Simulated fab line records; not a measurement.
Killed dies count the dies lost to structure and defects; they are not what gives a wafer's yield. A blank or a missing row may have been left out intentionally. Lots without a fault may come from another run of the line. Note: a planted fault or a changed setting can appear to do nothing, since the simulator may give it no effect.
Which tool is to blame? :: flow nand_harc :: 24 lots, 72 wafers sampled, at 5 steps of a route of 1159

## WHAT EACH GAUGE READ, for each wafer
NHARC_P_M2_CD_MEAS_09: target cd 170 nm. Usual: cd_nm 169.5 nm, standard deviation 0.8.
lot: L074
measured: day 6 11:14
on: cd_sem-02
cd_nm (nm): 168.8 170.1 168.7
flag: 

lot: L075
measured: day 6 12:38
on: cd_sem-01
cd_nm (nm): 169.5 169.7 169.4
flag: 

lot: L076
measured: day 6 13:55
on: cd_sem-03
cd_nm (nm): 169.8 169.2 168.9
flag: 

lot: L077
measured: day 7 02:50
on: cd_sem-02
cd_nm (nm): 167.9 169.1 169.9
flag: 

lot: L078
measured: day 7 02:58
on: cd_sem-02
cd_nm (nm): 169.4 169.7 169.5
flag: 

lot: L079
measured: day 7 04:08
on: cd_sem-02
cd_nm (nm): 170.6 169.4 169.3
flag: 

lot: L080
measured: day 7 17:57
on: cd_sem-03
cd_nm (nm): 171.3 169.5 170.1
flag: 

lot: L081
measured: day 7 22:16
on: cd_sem-02
cd_nm (nm): 170.7 170.9 171.7
flag: 

lot: L082
measured: day 8 00:23
on: cd_sem-02
cd_nm (nm): 169.6 169.7 170.4
flag: 

lot: L083
measured: day 8 13:14
on: cd_sem-02
cd_nm (nm): 170.9 169.8 168.4
flag: 

lot: L084
measured: day 8 14:40
on: cd_sem-01
cd_nm (nm): 168.7 169.8 169.2
flag: 

lot: L087
measured: day 9 07:29
on: cd_sem-01
cd_nm (nm): 169.8 170.6 169.2
flag: 

lot: L085
measured: day 9 08:13
on: cd_sem-03
cd_nm (nm): 170.1 168.8 170.0
flag: 

lot: L086
measured: day 9 08:25
on: cd_sem-02
cd_nm (nm): 170.3 170.5 168.6
flag: 

lot: L088
measured: day 9 11:17
on: cd_sem-01
cd_nm (nm): 168.7 169.6 168.6
flag: 

lot: L089
measured: day 10 05:13
on: cd_sem-03
cd_nm (nm): 170.2 169.1 170.1
flag: 

lot: L090
measured: day 10 10:04
on: cd_sem-01
cd_nm (nm): 169.2 168.3 169.4
flag: 

lot: L091
measured: day 10 12:29
on: cd_sem-03
cd_nm (nm): 169.6 168.7 170.6
flag: 

lot: L092
measured: day 10 19:04
on: cd_sem-01
cd_nm (nm): 168.2 167.8 168.1
flag: 

lot: L093
measured: day 10 19:42
on: cd_sem-01
cd_nm (nm): 168.9 168.4 169.1
flag: 

lot: L094
measured: day 10 20:02
on: cd_sem-03
cd_nm (nm): 171.2 170.8 169.0
flag: 

lot: L095
measured: day 11 12:08
on: cd_sem-03
cd_nm (nm): 169.0 168.5 169.2
flag: 

lot: L097
measured: day 11 21:45
on: cd_sem-02
cd_nm (nm): 170.7 169.5 169.3
flag: 

lot: L096
measured: day 11 23:50
on: cd_sem-02
cd_nm (nm): 170.4 169.5 169.9
flag: 

NHARC_P_M2_OVL_MEAS_10: pitch 340 nm. Usual: overlay_x_nm -0.2 nm, standard deviation 0.71; overlay_y_nm 0.0 nm, standard deviation 0.64.
lot: L074
measured: day 6 11:19
on: overlay-01
overlay_x_nm (nm): -0.3 -0.2 -0.3
overlay_y_nm (nm): 0.0 0.1 0.2
flag: 

lot: L075
measured: day 6 12:43
on: overlay-01
overlay_x_nm (nm): -0.9 0.2 0.3
overlay_y_nm (nm): -0.2 0.1 -0.3
flag: 

lot: L076
measured: day 6 14:00
on: overlay-01
overlay_x_nm (nm): -0.4 -0.8 -0.4
overlay_y_nm (nm): -0.2 0.3 -0.1
flag: 

lot: L077
measured: day 7 02:55
on: overlay-02
overlay_x_nm (nm): -0.4 -0.1 0.4
overlay_y_nm (nm): -1.1 -0.9 -1.2
flag: 

lot: L078
measured: day 7 03:04
on: overlay-02
overlay_x_nm (nm): 0.0 0.4 -0.1
overlay_y_nm (nm): -0.2 -0.4 -0.5
flag: 

lot: L079
measured: day 7 04:13
on: overlay-01
overlay_x_nm (nm): 1.2 0.8 1.0
overlay_y_nm (nm): -0.4 -0.5 -0.3
flag: 

lot: L080
measured: day 7 18:02
on: overlay-02
overlay_x_nm (nm): 0.1 -0.2 -0.4
overlay_y_nm (nm): 0.0 -0.5 0.0
flag: 

lot: L081
measured: day 7 22:22
on: overlay-02
overlay_x_nm (nm): -0.6 -0.6 -0.8
overlay_y_nm (nm): 0.4 0.3 0.4
flag: 

lot: L082
measured: day 8 00:28
on: overlay-02
overlay_x_nm (nm): 0.6 1.1 0.6
overlay_y_nm (nm): 1.4 0.1 0.5
flag: 

lot: L083
measured: day 8 13:19
on: overlay-01
overlay_x_nm (nm): -1.4 -1.1 -0.8
overlay_y_nm (nm): 0.4 0.3 0.7
flag: 

lot: L084
measured: day 8 14:46
on: overlay-02
overlay_x_nm (nm): 0.9 1.1 0.7
overlay_y_nm (nm): -0.8 -0.8 -0.6
flag: 

lot: L087
measured: day 9 07:34
on: overlay-02
overlay_x_nm (nm): -0.6 -0.4 -0.3
overlay_y_nm (nm): 0.4 0.9 0.3
flag: 

lot: L085
measured: day 9 08:18
on: overlay-02
overlay_x_nm (nm): -0.2 -0.1 -0.2
overlay_y_nm (nm): -0.2 -0.2 -0.1
flag: 

lot: L086
measured: day 9 08:30
on: overlay-01
overlay_x_nm (nm): -0.4 -0.9 -0.1
overlay_y_nm (nm): 1.0 0.9 1.4
flag: 

lot: L088
measured: day 9 11:23
on: overlay-01
overlay_x_nm (nm): -0.8 -0.5 -1.5
overlay_y_nm (nm): 0.5 1.4 0.4
flag: 

lot: L089
measured: day 10 05:18
on: overlay-02
overlay_x_nm (nm): 0.1 0.0 -0.3
overlay_y_nm (nm): -0.7 -0.6 -0.5
flag: 

lot: L090
measured: day 10 10:09
on: overlay-02
overlay_x_nm (nm): -0.3 -0.3 -0.2
overlay_y_nm (nm): 0.5 0.4 1.1
flag: 

lot: L091
measured: day 10 12:34
on: overlay-01
overlay_x_nm (nm): -0.6 -1.1 -0.6
overlay_y_nm (nm): -0.9 0.0 -0.9
flag: 

lot: L092
measured: day 10 19:10
on: overlay-02
overlay_x_nm (nm): -0.6 -1.1 -0.8
overlay_y_nm (nm): 0.2 0.4 0.3
flag: 

lot: L093
measured: day 10 19:47
on: overlay-02
overlay_x_nm (nm): -1.4 -1.3 -1.2
overlay_y_nm (nm): 0.8 0.6 0.5
flag: 

lot: L094
measured: day 10 20:07
on: overlay-01
overlay_x_nm (nm): 0.1 -0.2 -0.1
overlay_y_nm (nm): 0.0 -0.1 -0.1
flag: 

lot: L095
measured: day 11 12:13
on: overlay-01
overlay_x_nm (nm): 1.3 0.5 1.2
overlay_y_nm (nm): 0.7 1.1 1.1
flag: 

lot: L097
measured: day 11 21:50
on: overlay-01
overlay_x_nm (nm): -0.2 -0.5 -0.6
overlay_y_nm (nm): -0.3 -0.1 -0.1
flag: 

lot: L096
measured: day 11 23:55
on: overlay-02
overlay_x_nm (nm): 0.3 0.1 -0.6
overlay_y_nm (nm): -1.1 -0.7 -0.5
flag: 

## WHICH TOOL RAN EACH LOT (tool, then ch and the chambers of the sampled wafers, then the start)
lot: L074
NHARC_P_CONTACT_ETCH_35: rie_diel-07 ch 0,2,3, day 5 18:29
NHARC_P_M1_PRE_CLEAN_32: pecvd-01 ch 0,1,2, day 6 09:54
NHARC_P_M1_DEP_33: pecvd-01 ch 0,1,2, day 6 09:59

lot: L075
NHARC_P_CONTACT_ETCH_35: rie_diel-07 ch 0,2,3, day 5 19:55
NHARC_P_M1_PRE_CLEAN_32: pecvd-04 ch 0,1, day 6 11:18
NHARC_P_M1_DEP_33: pecvd-04 ch 0,1, day 6 11:23

lot: L076
NHARC_P_CONTACT_ETCH_35: rie_diel-07 ch 0,1,3, day 5 22:56
NHARC_P_M1_PRE_CLEAN_32: pecvd-01 ch 0,2, day 6 12:34
NHARC_P_M1_DEP_33: pecvd-01 ch 0,2, day 6 12:39

lot: L077
NHARC_P_CONTACT_ETCH_35: rie_diel-04 ch 0,3, day 6 12:24
NHARC_P_M1_PRE_CLEAN_32: pecvd-04 ch 0,2, day 7 01:10
NHARC_P_M1_DEP_33: pecvd-04 ch 0,2, day 7 01:17

lot: L078
NHARC_P_CONTACT_ETCH_35: rie_diel-13 ch 1,2, day 6 12:40
NHARC_P_M1_PRE_CLEAN_32: pecvd-01 ch 0,2, day 7 01:31
NHARC_P_M1_DEP_33: pecvd-01 ch 0,2, day 7 01:40

lot: L079
NHARC_P_CONTACT_ETCH_35: rie_diel-07 ch 0,1,2, day 6 15:50
NHARC_P_M1_PRE_CLEAN_32: pecvd-04 ch 0,1, day 7 02:56
NHARC_P_M1_DEP_33: pecvd-04 ch 0,1, day 7 03:01

lot: L080
NHARC_P_CONTACT_ETCH_35: rie_diel-07 ch 0,1,2, day 7 05:04
NHARC_P_M1_PRE_CLEAN_32: pecvd-03 ch 0,2, day 7 16:38
NHARC_P_M1_DEP_33: pecvd-03 ch 0,2, day 7 16:43

lot: L081
NHARC_P_CONTACT_ETCH_35: rie_diel-13 ch 0,2,3, day 7 07:25
NHARC_P_M1_PRE_CLEAN_32: pecvd-04 ch 0,1, day 7 20:59
NHARC_P_M1_DEP_33: pecvd-04 ch 0,1, day 7 21:05

lot: L082
NHARC_P_CONTACT_ETCH_35: rie_diel-07 ch 0,2,3, day 7 11:40
NHARC_P_M1_PRE_CLEAN_32: pecvd-04 ch 0,2, day 7 23:04
NHARC_P_M1_DEP_33: pecvd-04 ch 0,2, day 7 23:13

lot: L083
NHARC_P_CONTACT_ETCH_35: rie_diel-13 ch 0,3, day 7 22:37
NHARC_P_M1_PRE_CLEAN_32: pecvd-01 ch 0,1,2, day 8 11:57
NHARC_P_M1_DEP_33: pecvd-01 ch 0,1,2, day 8 12:05

lot: L084
NHARC_P_CONTACT_ETCH_35: rie_diel-07 ch 0,1, day 8 02:37
NHARC_P_M1_PRE_CLEAN_32: pecvd-04 ch 0,1, day 8 13:19
NHARC_P_M1_DEP_33: pecvd-04 ch 0,1, day 8 13:26

lot: L087
NHARC_P_CONTACT_ETCH_35: rie_diel-07 ch 0,1,3, day 8 16:30
NHARC_P_M1_PRE_CLEAN_32: pecvd-01 ch 0,1, day 9 06:18
NHARC_P_M1_DEP_33: pecvd-01 ch 0,1, day 9 06:23

lot: L085
NHARC_P_CONTACT_ETCH_35: rie_diel-13 ch 2,3, day 8 17:06
NHARC_P_M1_PRE_CLEAN_32: pecvd-03 ch 0,2, day 9 07:02
NHARC_P_M1_DEP_33: pecvd-03 ch 0,2, day 9 07:07

lot: L086
NHARC_P_CONTACT_ETCH_35: rie_diel-07 ch 0,2, day 8 18:39
NHARC_P_M1_PRE_CLEAN_32: pecvd-01 ch 1,2, day 9 07:05
NHARC_P_M1_DEP_33: pecvd-01 ch 1,2, day 9 07:12

lot: L088
NHARC_P_CONTACT_ETCH_35: rie_diel-07 ch 0,1,2, day 8 23:18
NHARC_P_M1_PRE_CLEAN_32: pecvd-01 ch 1,2, day 9 10:08
NHARC_P_M1_DEP_33: pecvd-01 ch 1,2, day 9 10:14

lot: L089
NHARC_P_CONTACT_ETCH_35: rie_diel-13 ch 1,2, day 9 10:35
NHARC_P_M1_PRE_CLEAN_32: pecvd-04 ch 0,1,2, day 10 03:53
NHARC_P_M1_DEP_33: pecvd-04 ch 0,1,2, day 10 03:58

lot: L090
NHARC_P_CONTACT_ETCH_35: rie_diel-13 ch 1,2,3, day 9 11:41
NHARC_P_M1_PRE_CLEAN_32: pecvd-03 ch 0,1,2, day 10 08:44
NHARC_P_M1_DEP_33: pecvd-03 ch 0,1,2, day 10 08:49

lot: L091
NHARC_P_CONTACT_ETCH_35: rie_diel-13 ch 0,1,2, day 9 20:17
NHARC_P_M1_PRE_CLEAN_32: pecvd-04 ch 1,2, day 10 11:10
NHARC_P_M1_DEP_33: pecvd-04 ch 1,2, day 10 11:14

lot: L092
NHARC_P_CONTACT_ETCH_35: rie_diel-13 ch 0,1,2, day 10 03:08
NHARC_P_M1_PRE_CLEAN_32: pecvd-03 ch 0,1,2, day 10 17:45
NHARC_P_M1_DEP_33: pecvd-03 ch 0,1,2, day 10 17:50

lot: L093
NHARC_P_CONTACT_ETCH_35: rie_diel-07 ch 0,1,2, day 10 05:38
NHARC_P_M1_PRE_CLEAN_32: pecvd-01 ch 0,1,2, day 10 18:23
NHARC_P_M1_DEP_33: pecvd-01 ch 0,1,2, day 10 18:29

lot: L094
NHARC_P_CONTACT_ETCH_35: rie_diel-13 ch 0,1, day 10 06:10
NHARC_P_M1_PRE_CLEAN_32: pecvd-04 ch 0,1, day 10 18:43
NHARC_P_M1_DEP_33: pecvd-04 ch 0,1, day 10 18:49

lot: L095
NHARC_P_CONTACT_ETCH_35: rie_diel-13 ch 0,1,3, day 10 23:58
NHARC_P_M1_PRE_CLEAN_32: pecvd-04 ch 1,2, day 11 10:47
NHARC_P_M1_DEP_33: pecvd-04 ch 1,2, day 11 10:53

lot: L097
NHARC_P_CONTACT_ETCH_35: rie_diel-13 ch 2,3, day 11 09:47
NHARC_P_M1_PRE_CLEAN_32: pecvd-04 ch 0,1, day 11 20:25
NHARC_P_M1_DEP_33: pecvd-04 ch 0,1, day 11 20:30

lot: L096
NHARC_P_CONTACT_ETCH_35: rie_diel-13 ch 0,2,3, day 11 11:07
NHARC_P_M1_PRE_CLEAN_32: pecvd-03 ch 0,1, day 11 22:31
NHARC_P_M1_DEP_33: pecvd-03 ch 0,1, day 11 22:40
- NHARC_P_CONTACT_ETCH_35: etches the open film in CF4, target depth 39 nm, time 65 s.
- NHARC_P_M1_PRE_CLEAN_32: time 12 s.
- NHARC_P_M1_DEP_33: deposits SiCN, target thk 30 nm.

## AS READ BY THE TOOLS THEMSELVES (means over the sampled wafers that have a number; for cases with no such wafer, the mark the record gives instead)
NHARC_P_CONTACT_ETCH_35. Usual: drypump_motor_current_A 5.7 A, standard deviation 0.36; oes_product_au 1.000 a.u., standard deviation 0.018; rf_fwd_power_W 297.0 W, standard deviation 1.3; rf_vpp_V 151.9 V, standard deviation 1.1; showerhead_plenum_p_Torr 1.82 Torr, standard deviation 0.055; throttle_valve_pct 13.285 %, standard deviation 0.0086.
lot: L074
tool: rie_diel-07
drypump_motor_current_A (A): 5.4
oes_product_au (a.u.): 1.000
rf_fwd_power_W (W): 297.0
rf_vpp_V (V): 151.6
showerhead_plenum_p_Torr (Torr): 1.79
throttle_valve_pct (%): 13.291
flag: 

lot: L075
tool: rie_diel-07
drypump_motor_current_A (A): 5.4
oes_product_au (a.u.): 1.011
rf_fwd_power_W (W): 296.4
rf_vpp_V (V): 152.1
showerhead_plenum_p_Torr (Torr): 1.79
throttle_valve_pct (%): 13.287
flag: 

lot: L076
tool: rie_diel-07
drypump_motor_current_A (A): 5.4
oes_product_au (a.u.): 0.997
rf_fwd_power_W (W): 296.1
rf_vpp_V (V): 151.3
showerhead_plenum_p_Torr (Torr): 1.76
throttle_valve_pct (%): 13.292
flag: 

lot: L077
tool: rie_diel-04
drypump_motor_current_A (A): 5.5
oes_product_au (a.u.): 0.998
rf_fwd_power_W (W): 296.0
rf_vpp_V (V): 150.7
showerhead_plenum_p_Torr (Torr): 1.72
throttle_valve_pct (%): 13.282
flag: 

lot: L078
tool: rie_diel-13
drypump_motor_current_A (A): 5.6
oes_product_au (a.u.): 1.017
rf_fwd_power_W (W): 296.8
rf_vpp_V (V): 153.5
showerhead_plenum_p_Torr (Torr): 1.85
throttle_valve_pct (%): 13.291
flag: 

lot: L079
tool: rie_diel-07
drypump_motor_current_A (A): 5.4
oes_product_au (a.u.): 1.004
rf_fwd_power_W (W): 295.8
rf_vpp_V (V): 151.9
showerhead_plenum_p_Torr (Torr): 1.77
throttle_valve_pct (%): 13.288
flag: 

lot: L080
tool: rie_diel-07
drypump_motor_current_A (A): 5.4
oes_product_au (a.u.): 1.001
rf_fwd_power_W (W): 295.8
rf_vpp_V (V): 151.7
showerhead_plenum_p_Torr (Torr): 1.77
throttle_valve_pct (%): 13.277
flag: 

lot: L081
tool: rie_diel-13
drypump_motor_current_A (A): 6.0
oes_product_au (a.u.): 0.988
rf_fwd_power_W (W): 297.5
rf_vpp_V (V): 152.7
showerhead_plenum_p_Torr (Torr): 1.87
throttle_valve_pct (%): 13.286
flag: 

lot: L082
tool: rie_diel-07
drypump_motor_current_A (A): 5.4
oes_product_au (a.u.): 1.001
rf_fwd_power_W (W): 297.3
rf_vpp_V (V): 151.1
showerhead_plenum_p_Torr (Torr): 1.79
throttle_valve_pct (%): 13.287
flag: 

lot: L083
tool: rie_diel-13
drypump_motor_current_A (A): 6.3
oes_product_au (a.u.): 0.991
rf_fwd_power_W (W): 297.0
rf_vpp_V (V): 152.5
showerhead_plenum_p_Torr (Torr): 1.87
throttle_valve_pct (%): 13.280
flag: 

lot: L084
tool: rie_diel-07
drypump_motor_current_A (A): 5.5
oes_product_au (a.u.): 0.996
rf_fwd_power_W (W): 296.1
rf_vpp_V (V): 150.8
showerhead_plenum_p_Torr (Torr): 1.76
throttle_valve_pct (%): 13.294
flag: 

lot: L087
tool: rie_diel-07
drypump_motor_current_A (A): 5.4
oes_product_au (a.u.): 1.001
rf_fwd_power_W (W): 296.9
rf_vpp_V (V): 150.9
showerhead_plenum_p_Torr (Torr): 1.76
throttle_valve_pct (%): 13.280
flag: 

lot: L085
tool: rie_diel-13
drypump_motor_current_A (A): 5.9
oes_product_au (a.u.): 0.972
rf_fwd_power_W (W): 297.2
rf_vpp_V (V): 153.0
showerhead_plenum_p_Torr (Torr): 1.87
throttle_valve_pct (%): 13.289
flag: 

lot: L086
tool: rie_diel-07
drypump_motor_current_A (A): 5.4
oes_product_au (a.u.): 1.008
rf_fwd_power_W (W): 295.5
rf_vpp_V (V): 150.9
showerhead_plenum_p_Torr (Torr): 1.79
throttle_valve_pct (%): 13.288
flag: 

lot: L088
tool: rie_diel-07
drypump_motor_current_A (A): 5.4
oes_product_au (a.u.): 1.010
rf_fwd_power_W (W): 296.3
rf_vpp_V (V): 151.7
showerhead_plenum_p_Torr (Torr): 1.77
throttle_valve_pct (%): 13.285
flag: 

lot: L089
tool: rie_diel-13
drypump_motor_current_A (A): 5.6
oes_product_au (a.u.): 0.998
rf_fwd_power_W (W): 298.4
rf_vpp_V (V): 152.8
showerhead_plenum_p_Torr (Torr): 1.86
throttle_valve_pct (%): 13.280
flag: 

lot: L090
tool: rie_diel-13
drypump_motor_current_A (A): 5.8
oes_product_au (a.u.): 1.004
rf_fwd_power_W (W): 297.6
rf_vpp_V (V): 152.0
showerhead_plenum_p_Torr (Torr): 1.86
throttle_valve_pct (%): 13.287
flag: 

lot: L091
tool: rie_diel-13
drypump_motor_current_A (A): 5.8
oes_product_au (a.u.): 0.997
rf_fwd_power_W (W): 297.8
rf_vpp_V (V): 151.9
showerhead_plenum_p_Torr (Torr): 1.85
throttle_valve_pct (%): 13.282
flag: 

lot: L092
tool: rie_diel-13
drypump_motor_current_A (A): 5.8
oes_product_au (a.u.): 0.999
rf_fwd_power_W (W): 297.0
rf_vpp_V (V): 152.6
showerhead_plenum_p_Torr (Torr): 1.85
throttle_valve_pct (%): 13.277
flag: 

lot: L093
tool: rie_diel-07
drypump_motor_current_A (A): 5.4
oes_product_au (a.u.): 1.014
rf_fwd_power_W (W): 296.4
rf_vpp_V (V): 151.0
showerhead_plenum_p_Torr (Torr): 1.77
throttle_valve_pct (%): 13.283
flag: 

lot: L094
tool: rie_diel-13
drypump_motor_current_A (A): 5.9
oes_product_au (a.u.): 1.006
rf_fwd_power_W (W): 299.5
rf_vpp_V (V): 152.2
showerhead_plenum_p_Torr (Torr): 1.85
throttle_valve_pct (%): 13.274
flag: 

lot: L095
tool: rie_diel-13
drypump_motor_current_A (A): 6.1
oes_product_au (a.u.): 1.003
rf_fwd_power_W (W): 298.6
rf_vpp_V (V): 151.9
showerhead_plenum_p_Torr (Torr): 1.86
throttle_valve_pct (%): 13.283
flag: 

lot: L097
tool: rie_diel-13
drypump_motor_current_A (A): 5.8
oes_product_au (a.u.): 0.971
rf_fwd_power_W (W): 297.4
rf_vpp_V (V): 151.3
showerhead_plenum_p_Torr (Torr): 1.87
throttle_valve_pct (%): 13.285
flag: 

lot: L096
tool: rie_diel-13
drypump_motor_current_A (A): 6.0
oes_product_au (a.u.): 0.985
rf_fwd_power_W (W): 297.7
rf_vpp_V (V): 152.0
showerhead_plenum_p_Torr (Torr): 1.86
throttle_valve_pct (%): 13.283
flag: 

NHARC_P_M1_PRE_CLEAN_32. Usual: heater_power_w 649 W, standard deviation 62; rf_fwd_power_W 292.5 W, standard deviation 0.74.
lot: L074
tool: pecvd-01
heater_power_w (W): 629
rf_fwd_power_W (W): 292.3
flag: 

lot: L075
tool: pecvd-04
heater_power_w (W): 695
rf_fwd_power_W (W): 293.0
flag: 

lot: L076
tool: pecvd-01
heater_power_w (W): 634
rf_fwd_power_W (W): 292.5
flag: 

lot: L077
tool: pecvd-04
heater_power_w (W): 668
rf_fwd_power_W (W): 292.3
flag: 

lot: L078
tool: pecvd-01
heater_power_w (W): 647
rf_fwd_power_W (W): 292.9
flag: 

lot: L079
tool: pecvd-04
heater_power_w (W): 660
rf_fwd_power_W (W): 292.0
flag: 

lot: L080
tool: pecvd-03
heater_power_w (W): 643
rf_fwd_power_W (W): 292.6
flag: 

lot: L081
tool: pecvd-04
heater_power_w (W): 676
rf_fwd_power_W (W): 291.6
flag: 

lot: L082
tool: pecvd-04
heater_power_w (W): 678
rf_fwd_power_W (W): 292.3
flag: 

lot: L083
tool: pecvd-01
heater_power_w (W): 638
rf_fwd_power_W (W): 292.2
flag: 

lot: L084
tool: pecvd-04
heater_power_w (W): 712
rf_fwd_power_W (W): 292.9
flag: 

lot: L087
tool: pecvd-01
heater_power_w (W): 582
rf_fwd_power_W (W): 292.7
flag: 

lot: L085
tool: pecvd-03
heater_power_w (W): 640
rf_fwd_power_W (W): 292.1
flag: 

lot: L086
tool: pecvd-01
heater_power_w (W): 688
rf_fwd_power_W (W): 292.5
flag: 

lot: L088
tool: pecvd-01
heater_power_w (W): 699
rf_fwd_power_W (W): 292.1
flag: 

lot: L089
tool: pecvd-04
heater_power_w (W): 690
rf_fwd_power_W (W): 292.1
flag: 

lot: L090
tool: pecvd-03
heater_power_w (W): 618
rf_fwd_power_W (W): 292.3
flag: 

lot: L091
tool: pecvd-04
heater_power_w (W): 655
rf_fwd_power_W (W): 293.5
flag: 

lot: L092
tool: pecvd-03
heater_power_w (W): 598
rf_fwd_power_W (W): 292.8
flag: 

lot: L093
tool: pecvd-01
heater_power_w (W): 618
rf_fwd_power_W (W): 292.3
flag: 

lot: L094
tool: pecvd-04
heater_power_w (W): 640
rf_fwd_power_W (W): 292.4
flag: 

lot: L095
tool: pecvd-04
heater_power_w (W): 729
rf_fwd_power_W (W): 291.5
flag: 

lot: L097
tool: pecvd-04
heater_power_w (W): 671
rf_fwd_power_W (W): 291.9
flag: 

lot: L096
tool: pecvd-03
heater_power_w (W): 613
rf_fwd_power_W (W): 292.3
flag: 

NHARC_P_M1_DEP_33. Usual: heater_power_w 590 W, standard deviation 58; rf_fwd_power_W 449.1 W, standard deviation 1.3.
lot: L074
tool: pecvd-01
heater_power_w (W): 565
rf_fwd_power_W (W): 448.1
flag: 

lot: L075
tool: pecvd-04
heater_power_w (W): 596
rf_fwd_power_W (W): 448.7
flag: 

lot: L076
tool: pecvd-01
heater_power_w (W): 586
rf_fwd_power_W (W): 449.7
flag: 

lot: L077
tool: pecvd-04
heater_power_w (W): 608
rf_fwd_power_W (W): 450.1
flag: 

lot: L078
tool: pecvd-01
heater_power_w (W): 571
rf_fwd_power_W (W): 449.8
flag: 

lot: L079
tool: pecvd-04
heater_power_w (W): 571
rf_fwd_power_W (W): 449.5
flag: 

lot: L080
tool: pecvd-03
heater_power_w (W): 559
rf_fwd_power_W (W): 450.1
flag: 

lot: L081
tool: pecvd-04
heater_power_w (W): 621
rf_fwd_power_W (W): 449.3
flag: 

lot: L082
tool: pecvd-04
heater_power_w (W): 552
rf_fwd_power_W (W): 447.4
flag: 

lot: L083
tool: pecvd-01
heater_power_w (W): 592
rf_fwd_power_W (W): 448.2
flag: 

lot: L084
tool: pecvd-04
heater_power_w (W): 664
rf_fwd_power_W (W): 449.7
flag: 

lot: L087
tool: pecvd-01
heater_power_w (W): 570
rf_fwd_power_W (W): 448.6
flag: 

lot: L085
tool: pecvd-03
heater_power_w (W): 596
rf_fwd_power_W (W): 447.5
flag: 

lot: L086
tool: pecvd-01
heater_power_w (W): 583
rf_fwd_power_W (W): 448.0
flag: 

lot: L088
tool: pecvd-01
heater_power_w (W): 615
rf_fwd_power_W (W): 449.0
flag: 

lot: L089
tool: pecvd-04
heater_power_w (W): 598
rf_fwd_power_W (W): 449.4
flag: 

lot: L090
tool: pecvd-03
heater_power_w (W): 553
rf_fwd_power_W (W): 450.2
flag: 

lot: L091
tool: pecvd-04
heater_power_w (W): 653
rf_fwd_power_W (W): 448.0
flag: 

lot: L092
tool: pecvd-03
heater_power_w (W): 559
rf_fwd_power_W (W): 449.5
flag: 

lot: L093
tool: pecvd-01
heater_power_w (W): 594
rf_fwd_power_W (W): 449.2
flag: 

lot: L094
tool: pecvd-04
heater_power_w (W): 536
rf_fwd_power_W (W): 450.5
flag: 

lot: L095
tool: pecvd-04
heater_power_w (W): 638
rf_fwd_power_W (W): 450.0
flag: 

lot: L097
tool: pecvd-04
heater_power_w (W): 629
rf_fwd_power_W (W): 448.9
flag: 

lot: L096
tool: pecvd-03
heater_power_w (W): 589
rf_fwd_power_W (W): 448.4
flag: 

## THE ANSWER, worked out from the rows above alone
Rule: a lot counts as off when the mean over its wafers that have a number is more than 3 standard deviations away from the usual mean. A lot without any number at a reading at which 4 lots or more have one is off too. All remaining lots with rows at the step are treated as sound. After the gauges, taken in route order, come the tools' own readings; for these a lot's mean is taken, as printed above. The first step at which some lot is off is used, and at that step the reading that is off furthest; a lot without a number counts as furthest.
No lot is off on any of the readings shown, so nothing can be concluded from this.

## WHAT THE SIMULATOR HAD PUT IN
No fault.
